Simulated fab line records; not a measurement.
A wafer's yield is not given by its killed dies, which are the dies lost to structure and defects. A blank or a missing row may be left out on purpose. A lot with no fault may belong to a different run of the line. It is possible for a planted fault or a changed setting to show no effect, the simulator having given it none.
Chamber matching + flow nand harc + NHARC_A_CONTACT_ETCH_48 on rie diel-05 has 4 sister chambers
The step etches the open film in CF4, target depth 39 nm, time 65 s. 22 wafers are shown with their chamber, then 11 later ones without.

== WAFERS, EACH WITH ITS CHAMBER ==
| wafer  | chamber | showerhead plenum p Torr (Torr) | oes product au (a.u.) | throttle valve pct (%) |
|--------|---------|---------------------------------|-----------------------|------------------------|
| L075.1 | 0       | 1.84                            | 1.007                 | 13.296                 |
| L075.3 | 3       | 1.86                            | 1.004                 | 13.281                 |
| L075.4 | 2       | 1.82                            | 1.001                 | 13.270                 |
| L077.2 | 3       | 1.86                            | 1.020                 | 13.292                 |
| L077.5 | 2       | 1.82                            | 1.002                 | 13.280                 |
| L077.6 | 1       | 1.86                            | 1.007                 | 13.263                 |
| L078.1 | 0       | 1.84                            | 1.014                 | 13.281                 |
| L078.4 | 1       | 1.86                            | 1.011                 | 13.290                 |
| L078.5 | 2       | 1.82                            | 1.005                 | 13.301                 |
| L081.1 | 3       | 1.86                            | 1.006                 | 13.270                 |
| L081.2 | 0       | 1.84                            | 1.007                 | 13.283                 |
| L081.4 | 2       | 1.82                            | 0.997                 | 13.281                 |
| L082.2 | 3       | 1.86                            | 1.005                 | 13.273                 |
| L082.3 | 0       | 1.84                            | 1.013                 | 13.296                 |
| L082.4 | 1       | 1.85                            | 1.001                 | 13.268                 |
| L084.2 | 1       | 1.85                            | 1.008                 | 13.289                 |
| L084.4 | 2       | 1.82                            | 1.002                 | 13.287                 |
| L084.5 | 1       | 1.85                            | 1.001                 | 13.283                 |
| L085.1 | 2       | 1.82                            | 1.004                 | 13.281                 |
| L085.3 | 0       | 1.84                            | 0.996                 | 13.271                 |
| L085.6 | 1       | 1.85                            | 1.012                 | 13.284                 |
| L093.3 | 2       | 1.81                            | 0.990                 | 13.284                 |

SIGNATURES, as means of the wafers listed above
| reading                  | chamber 0 | chamber 1 | chamber 2 | chamber 3 | scatter within a chamber |
|--------------------------|-----------|-----------|-----------|-----------|--------------------------|
| showerhead plenum p Torr | 1.8400    | 1.8533    | 1.8186    | 1.8600    | 0.00349                  |
| oes product au           | 1.00740   | 1.00667   | 1.00014   | 1.00875   | 0.006                    |
| throttle valve pct       | 13.28540  | 13.27950  | 13.28343  | 13.27900  | 0.0103                   |
Rule: for each reading, subtract the chamber's mean from the wafer's reading, divide by that reading's scatter and square the result; add these up over the readings and take the root, which gives the wafer's distance from the chamber. If the next closest chamber is less than 2 further off than the closest, the wafer can't be placed; otherwise it belongs to the closest. The scatter: take each reading less its chamber's mean, square it, sum over the shown wafers, divide by the number of wafers less the number of chambers, and take the root.

== WAFERS WITHOUT THEIR CHAMBER ==
| wafer  | showerhead plenum p Torr (Torr) | oes product au (a.u.) | throttle valve pct (%) |
|--------|---------------------------------|-----------------------|------------------------|
| L093.4 | 1.85                            | 0.999                 | 13.292                 |
| L093.5 | 1.85                            | 0.999                 | 13.270                 |
| L094.3 | 1.85                            | 1.004                 | 13.293                 |
| L094.4 | 1.83                            | 1.005                 | 13.283                 |
| L094.6 | 1.81                            | 1.008                 | 13.278                 |
| L091.3 | 1.85                            | 0.993                 | 13.290                 |
| L091.4 | 1.85                            | 0.995                 | 13.288                 |
| L091.5 | 1.83                            | 0.993                 | 13.283                 |
| L097.1 | 1.85                            | 1.011                 | 13.293                 |
| L097.3 | 1.81                            | 1.005                 | 13.288                 |
| L097.4 | 1.85                            | 1.006                 | 13.293                 |

== CHAMBER TAKEN BY EACH ==
| wafer  | from the rows above          | in truth |
|--------|------------------------------|----------|
| L093.4 | can't be placed: 1 or 0 or 3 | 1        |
| L093.5 | can't be placed: 1 or 3 or 0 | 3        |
| L094.3 | can't be placed: 1 or 0 or 3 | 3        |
| L094.4 | can't be placed: 0 or 2      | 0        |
| L094.6 | 2                            | 2        |
| L091.3 | can't be placed: 1 or 0 or 3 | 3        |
| L091.4 | can't be placed: 1 or 0 or 3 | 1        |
| L091.5 | can't be placed: 2 or 0      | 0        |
| L097.1 | can't be placed: 1 or 0 or 3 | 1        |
| L097.3 | 2                            | 2        |
| L097.4 | can't be placed: 1 or 0 or 3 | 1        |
Correct placement for 2 of the 11. Can't be placed from these rows: 9 (the true chamber is among the candidates in 9). 0 placed wrongly.
